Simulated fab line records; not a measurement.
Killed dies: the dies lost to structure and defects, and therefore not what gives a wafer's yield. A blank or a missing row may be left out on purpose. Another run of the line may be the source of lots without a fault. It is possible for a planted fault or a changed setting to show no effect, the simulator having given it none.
fab line records -- flow n5Finfet -- part 2 of 2: steps 29 to 41 of 41
record: lots: 5, wafers: 15, lastDay: 16
route steps=1938 shown ZERO_LAYER@6 WELL_APT@20
lots with no fault: from the same line, run without faults
startH: hours from the record's opening day to when the first of the lot's shown wafers began -- waitH: hours from the lot's prior step to this one -- " unchanged from the row above -- L1.1+2: one row covering several wafers at once -- - no value, or no start given -- * or withheld: withheld -- < > ~ a bound
route shown NAME@n: a module of which the file shows steps, and the number in the route of the first -- usual: mean/standard deviation taken from wafers without a fault -- same: alike in all rows -- chamber/n: place in a boat -- sites: the reading at each site -- _std_site: their standard deviation -- _edge_site: outer sites' mean less inner sites' -- radiusMm: for every site, how far away it sits from the centre of the wafer -- mask NAME#n: copy n -- behind: the last tool/chamber to shape the wafer -- hold: the reason the lot was held/the length of the hold in hours/how it ended -- device: the transistor (n, p or np) that didn't switch -- end of line: the same wafers' tests at the end of the route -- where a step has no rows: the recipe by itself -- killed: at the first sort, the dies lost to defects and structure; wafer yield is something else -- map: per-die view of a wafer (x killed, . not killed, _ where there is no die)
set.NAME: the setting the step ran with; set.NAME@STEP: the setting that earlier step ran with -- model.NAME: the simulator's own value behind a step, which no gauge read
lots at selected steps of the route; one table per step, one row per wafer
services: the hour from which a tool's chamber was out of use, counted from the record's first day as startH (under 0 if before that day), plus the number of hours and why
== steps ==
step: N5_WELL_APT_STRIP_16
recipe: chemistry: SPM, timeS: 900, tempC: 130, h2so4H2o2VolRatio: 4, dry: ipaMarangoni
lot.wafer,tool,chamber,startH,waitH
L074.1+2+4,wetBench-05,"5,1,6",14.28,0.2
L080.2+4+5,wetBench-01,"4,5,0",51.47,0.1
L086.1+4+6,wetBench-01,"5,6,2",86.50,0.2
L088.1+3+6,wetBench-01,"0,2,1",99.24,0.2
L089.2+3+4,wetBench-01,"2,3,6",104.26,0.1
step: N5_WELL_APT_HMDS_18
recipe: timeS: 60, tempC: 120
lot.wafer,tool,chamber,startH,waitH
L074.1+2+4,lithoTrack-03,0,14.56,0.0
L080.2+4+5,lithoTrack-03,0,51.75,0.0
L086.1+4+6,lithoTrack-03,0,86.77,0.0
L088.1+3+6,lithoTrack-02,0,99.52,0.0
L089.2+3+4,lithoTrack-05,0,104.53,0.0
step: N5_WELL_APT_COAT_19
recipe: spinRpm: 1357, resistThkNm: 950
usual: dispensePressureKPa: 49/4.8
lot.wafer,tool,chamber,startH,waitH,dispensePressureKPa
L074.1,lithoTrack-03,0,-,-,56
L074.2,lithoTrack-03,0,-,-,56
L074.4,lithoTrack-03,0,-,-,56
L080.2,lithoTrack-03,0,-,-,56
L080.4,lithoTrack-03,0,-,-,56
L080.5,lithoTrack-03,0,-,-,56
L086.1,lithoTrack-03,0,-,-,56
L086.4,lithoTrack-03,0,-,-,56
L086.6,lithoTrack-03,0,-,-,56
L088.1,lithoTrack-02,0,-,-,47
L088.3,lithoTrack-02,0,-,-,47
L088.6,lithoTrack-02,0,-,-,47
L089.2,lithoTrack-05,0,-,-,43
L089.3,lithoTrack-05,0,-,-,43
L089.4,lithoTrack-05,0,-,-,43
step: N5_WELL_APT_EBR_21
recipe: solvent: PGMEA, ebrWidthMm: 1.5
lot.wafer,tool,chamber,startH,waitH
L074.1+2+4,lithoTrack-03,0,-,-
L080.2+4+5,lithoTrack-03,0,-,-
L086.1+4+6,lithoTrack-03,0,-,-
L088.1+3+6,lithoTrack-02,0,-,-
L089.2+3+4,lithoTrack-05,0,-,-
step: N5_WELL_APT_SOFTBAKE_20
recipe: tempC: 130, timeS: 60
lot.wafer,tool,chamber,startH,waitH
L074.1+2+4,lithoTrack-03,0,-,-
L080.2+4+5,lithoTrack-03,0,-,-
L086.1+4+6,lithoTrack-03,0,-,-
L088.1+3+6,lithoTrack-02,0,-,-
L089.2+3+4,lithoTrack-05,0,-,-
step: N5_WELL_APT_EXPOSE_22
recipe: maskId: PWELL, na: 0.8, sourceShape: conventional, sigmaOuter: 0.8, polarization: unpolarized, defocusNm: 0, targetCdNm: 200, doseMj: 23.2
usual: exposureDoseMJCm2: 23.192/0.023
lot.wafer,tool,chamber,startH,waitH,mask,exposureDoseMJCm2
L074.1,krfScanner-01,0,14.66,-,PWELL#0,23.157
L074.2,krfScanner-01,0,14.66,-,PWELL#0,23.188
L074.4,krfScanner-01,0,14.66,-,PWELL#0,23.175
L080.2,krfScanner-02,0,51.85,-,PWELL#0,23.200
L080.4,krfScanner-02,0,51.85,-,PWELL#0,23.191
L080.5,krfScanner-02,0,51.85,-,PWELL#0,23.191
L086.1,krfScanner-01,0,86.87,-,PWELL#0,23.145
L086.4,krfScanner-01,0,86.87,-,PWELL#0,23.154
L086.6,krfScanner-01,0,86.87,-,PWELL#0,23.128
L088.1,krfScanner-01,0,99.74,-,PWELL#0,23.160
L088.3,krfScanner-01,0,99.74,-,PWELL#0,23.192
L088.6,krfScanner-01,0,99.74,-,PWELL#0,23.178
L089.2,krfScanner-02,0,104.76,-,PWELL#0,23.168
L089.3,krfScanner-02,0,104.76,-,PWELL#0,23.193
L089.4,krfScanner-02,0,104.76,-,PWELL#0,23.160
step: N5_WELL_APT_PEB_23
recipe: pebTempC: 130, pebTimeS: 90
lot.wafer,tool,chamber,startH,waitH
L074.1+2+4,lithoTrack-02,0,14.71,0.1
L080.2+4+5,lithoTrack-02,0,51.90,0.0
L086.1+4+6,lithoTrack-03,0,86.93,0.1
L088.1+3+6,lithoTrack-05,0,99.80,0.1
L089.2+3+4,lithoTrack-02,0,104.81,0.0
step: N5_WELL_APT_DEVELOP_24
recipe: developTimeS: 45, rinseLiquid: surfactantRinse, dry: airSpin, devTempC: 21
lot.wafer,tool,chamber,startH,waitH
L074.1+2+4,lithoTrack-02,0,-,-
L080.2+4+5,lithoTrack-02,0,-,-
L086.1+4+6,lithoTrack-03,0,-,-
L088.1+3+6,lithoTrack-05,0,-,-
L089.2+3+4,lithoTrack-02,0,-,-
step: N5_WELL_APT_HARDBAKE_29
recipe: tempC: 130, timeS: 120
lot.wafer,tool,chamber,startH,waitH
L074.1+2+4,lithoTrack-02,0,-,-
L080.2+4+5,lithoTrack-02,0,-,-
L086.1+4+6,lithoTrack-03,0,-,-
L088.1+3+6,lithoTrack-05,0,-,-
L089.2+3+4,lithoTrack-02,0,-,-
step: N5_WELL_APT_CD_MEAS_25
recipe: targetCdNm: 200, landingEnergyEv: 500, detector: seInlens
usual: cdNm: 199.8/2.8
lot.wafer,tool,chamber,startH,waitH,cdNm
L074.1,cdSem-03,0,14.83,-,202.4
L074.2,cdSem-03,0,14.83,-,200.9
L074.4,cdSem-03,0,14.83,-,203.5
L080.2,cdSem-02,0,52.02,-,203.6
L080.4,cdSem-02,0,52.02,-,204.8
L080.5,cdSem-02,0,52.02,-,203.1
L086.1,cdSem-02,0,87.04,-,196.7
L086.4,cdSem-02,0,87.04,-,200.2
L086.6,cdSem-02,0,87.04,-,193.8
L088.1,cdSem-02,0,99.91,-,197.9
L088.3,cdSem-02,0,99.91,-,200.6
L088.6,cdSem-02,0,99.91,-,203.3
L089.2,cdSem-01,0,104.93,-,202.8
L089.3,cdSem-01,0,104.93,-,202.0
L089.4,cdSem-01,0,104.93,-,197.4
step: N5_WELL_APT_OVL_MEAS_26
recipe: pointsPerWafer: 44
usual: PWELL_OVL: 0/5.1
lot.wafer,tool,chamber,startH,waitH,PWELL_OVL[nm]
L074.1,overlay-02,0,14.86,0.0,-8
L074.2,overlay-02,0,14.86,0.0,-2
L074.4,overlay-02,0,14.86,0.0,1
L080.2,overlay-02,0,52.05,0.0,0
L080.4,overlay-02,0,52.05,0.0,6
L080.5,overlay-02,0,52.05,0.0,2
L086.1,overlay-01,0,87.08,0.0,2
L086.4,overlay-01,0,87.08,0.0,8
L086.6,overlay-01,0,87.08,0.0,-5
L088.1,overlay-01,0,99.94,0.0,-2
L088.3,overlay-01,0,99.94,0.0,-5
L088.6,overlay-01,0,99.94,0.0,-9
L089.2,overlay-01,0,104.96,0.0,1
L089.3,overlay-01,0,104.96,0.0,-7
L089.4,overlay-01,0,104.96,0.0,-3
step: N5_WELL_APT_INSPECT_27
recipe: mode: adi, inspectInstrument: macro
usual: rawDefectCount: 2.0/1.5
lot.wafer,tool,chamber,startH,waitH,rawDefectCount
L074.1,defectInspect-01,-,14.88,0.0,2
L074.2,defectInspect-01,-,14.88,0.0,1
L074.4,defectInspect-01,-,14.88,0.0,4
L080.2,defectInspect-02,-,52.07,0.0,4
L080.4,defectInspect-02,-,52.07,0.0,0
L080.5,defectInspect-02,-,52.07,0.0,0
L086.1,defectInspect-01,-,87.10,0.0,0
L086.4,defectInspect-01,-,87.10,0.0,4
L086.6,defectInspect-01,-,87.10,0.0,1
L088.1,defectInspect-02,-,99.97,0.0,1
L088.3,defectInspect-02,-,99.97,0.0,2
L088.6,defectInspect-02,-,99.97,0.0,3
L089.2,defectInspect-02,-,104.98,0.0,2
L089.3,defectInspect-02,-,104.98,0.0,1
L089.4,defectInspect-02,-,104.98,0.0,2
step: N5_WELL_APT_DESCUM_30
recipe: chemistry: O2, timeS: 7.9, sourcePowerW: 50, biasPowerW: 20, pressureMtorr: 20, rfFrequencyHz: 2.712e+07, tempC: 40, o2FlowSccm: 225
usual: drypumpMotorCurrentA: 5.7/0.42, oesProductAu: 0.75/0.082, rfVppV: 242.6/1.2, showerheadPlenumPTorr: 2.06/0.062, throttleValvePct: 20.39/0.29
lot.wafer,tool,chamber,startH,waitH,drypumpMotorCurrentA,oesProductAu,rfHoursCounterH,rfVppV,showerheadPlenumPTorr,throttleValvePct
L074.1,rieDiel-04,0,15.16,0.3,5.6,0.73,177,241.2,2.02,20.33
L074.2,rieDiel-04,2,15.16,0.3,5.8,0.77,120,244.6,2.21,20.61
L074.4,rieDiel-04,1,15.16,0.3,5.2,0.76,125,241.9,2.03,19.99
L080.2,rieDiel-05,3,52.54,0.5,5.6,0.69,225,242.6,2.06,20.57
L080.4,rieDiel-05,2,52.54,0.5,5.1,0.74,-,245.2,2.18,20.21
L080.5,rieDiel-05,3,52.54,0.5,5.6,0.70,-,242.8,2.06,20.55
L086.1,rieDiel-06,1,87.23,0.1,6.0,0.72,202,243.3,2.09,20.83
L086.4,rieDiel-06,0,87.23,0.1,6.6,0.71,221,243.8,2.06,20.69
L086.6,rieDiel-06,1,87.23,0.1,6.0,0.73,-,243.6,2.09,20.84
L088.1,rieDiel-04,2,100.00,0.0,5.8,0.73,155,244.8,2.20,20.65
L088.3,rieDiel-04,0,100.00,0.0,5.6,0.71,212,241.8,2.00,20.37
L088.6,rieDiel-04,0,100.00,0.0,5.7,0.71,-,241.3,2.00,20.38
L089.2,rieDiel-06,3,105.02,0.0,6.5,0.91,25,241.6,2.02,20.10
L089.3,rieDiel-06,0,105.02,0.0,6.6,0.70,228,243.0,2.06,20.70
L089.4,rieDiel-06,2,105.02,0.0,5.4,0.71,168,241.7,1.99,20.40
== services ==
tool,chamber,startH,hours,kind
rieDiel-05,1,-10.74,6.0,repair
rieDiel-04,0,-8.81,16.2,repair
rieDiel-01,-,-5.46,2.8,pm
krfScanner-02,-,-4.96,0.8,pm
rieDiel-04,1,-3.07,4.4,repair
rieSi-06,2,6.75,6.4,repair
krfScanner-01,-,7.95,1.1,repair
rieDiel-05,-,11.67,0.7,repair
rieDiel-04,3,15.43,4.5,repair
krfScanner-01,-,17.10,2.7,repair
rieDiel-04,-,29.97,0.6,repair
implanter-02,-,36.31,14.1,repair
krfScanner-01,-,40.33,1.0,pm
krfScanner-01,-,44.71,0.7,repair
rieDiel-03,3,48.58,9.8,repair
rieDiel-01,3,50.91,4.7,repair
krfScanner-01,-,52.77,0.8,pm
implanter-02,-,59.25,8.4,pm
krfScanner-02,-,71.63,1.0,pm
implanter-02,-,71.95,1.1,repair
rieDiel-03,1,76.00,12.8,repair
krfScanner-02,-,78.98,0.7,repair
rieDiel-01,-,94.55,4.1,repair
implanter-01,-,99.19,4.4,repair
